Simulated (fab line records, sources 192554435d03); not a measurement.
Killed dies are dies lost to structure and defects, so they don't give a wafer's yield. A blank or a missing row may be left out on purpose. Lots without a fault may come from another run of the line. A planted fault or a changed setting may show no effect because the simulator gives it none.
Chamber matching | flow n5_finfet | N5_BEOL_M1_STRIP_66 on rie_diel-03: 4 sister chambers
The step strips in CF4. 18 wafers are shown with their chamber, then 9 later ones without.

WAFERS WITH THEIR CHAMBER
wafer  | chamber | showerhead_plenum_p_Torr (Torr) | drypump_motor_current_A (A) | throttle_valve_pct (%)
L074.1 | 3       | 1.80                            | 5.6                         | 13.76
L074.3 | 2       | 1.86                            | 6.1                         | 13.93
L074.4 | 1       | 1.79                            | 6.1                         | 13.62
L076.1 | 0       | 1.81                            | 5.9                         | 13.54
L076.2 | 3       | 1.80                            | 5.7                         | 13.78
L076.4 | 2       | 1.86                            | 6.1                         | 13.94
L077.1 | 2       | 1.86                            | 6.1                         | 13.95
L077.4 | 3       | 1.80                            | 5.7                         | 13.78
L077.5 | 0       | 1.81                            | 5.9                         | 13.56
L085.2 | 0       | 1.81                            | 5.9                         | 13.59
L085.3 | 2       | 1.86                            | 6.1                         | 13.95
L085.4 | 3       | 1.80                            | 5.6                         | 13.80
L086.1 | 3       | 1.80                            | 5.6                         | 13.79
L086.3 | 1       | 1.79                            | 6.1                         | 13.62
L086.5 | 1       | 1.78                            | 6.1                         | 13.62
L092.2 | 1       | 1.78                            | 6.1                         | 13.64
L092.4 | 3       | 1.80                            | 5.7                         | 13.82
L092.5 | 2       | 1.86                            | 6.1                         | 13.97

SIGNATURES (means of the wafers above)
reading                  | chamber 0 | chamber 1 | chamber 2 | chamber 3 | scatter within a chamber
showerhead_plenum_p_Torr | 1.8100    | 1.7850    | 1.8600    | 1.8000    | 0.00267
drypump_motor_current_A  | 5.900     | 6.100     | 6.100     | 5.650     | 0.0327
throttle_valve_pct       | 13.5633   | 13.6250   | 13.9480   | 13.7883   | 0.018
Rule: a wafer's distance from a chamber is the root of the sum, over the readings, of the square of ((its reading less the chamber's mean) divided by the reading's scatter). The wafer belongs to the nearest chamber; if the next one is less than 2 further off, it can't be placed. The scatter: the root of (the sum of the squares of (reading less its chamber's mean) over the shown wafers, divided by (wafers less chambers)).

WAFERS WITHOUT THEIR CHAMBER
wafer  | showerhead_plenum_p_Torr (Torr) | drypump_motor_current_A (A) | throttle_valve_pct (%)
L094.2 | 1.81                            | 5.9                         | 13.61
L094.3 | 1.80                            | 5.6                         | 13.82
L094.5 | 1.81                            | 5.9                         | 13.59
L096.2 | 1.79                            | 5.7                         | 13.84
L096.4 | 1.85                            | 6.1                         | 14.01
L096.5 | 1.85                            | 6.1                         | 14.01
L097.3 | 1.79                            | 5.6                         | 13.85
L097.5 | 1.80                            | 5.9                         | 13.62
L097.6 | 1.78                            | 6.1                         | 13.67

WHICH CHAMBER EACH WENT THROUGH
wafer  | from the rows above | in truth
L094.2 | 0                   | 0
L094.3 | 3                   | 3
L094.5 | 0                   | 0
L096.2 | 3                   | 3
L096.4 | 2                   | 2
L096.5 | 2                   | 2
L097.3 | 3                   | 3
L097.5 | 0                   | 0
L097.6 | 1                   | 1
Placed correctly: 9 of 9. Can't be placed from these rows: 0. Placed wrongly: 0.
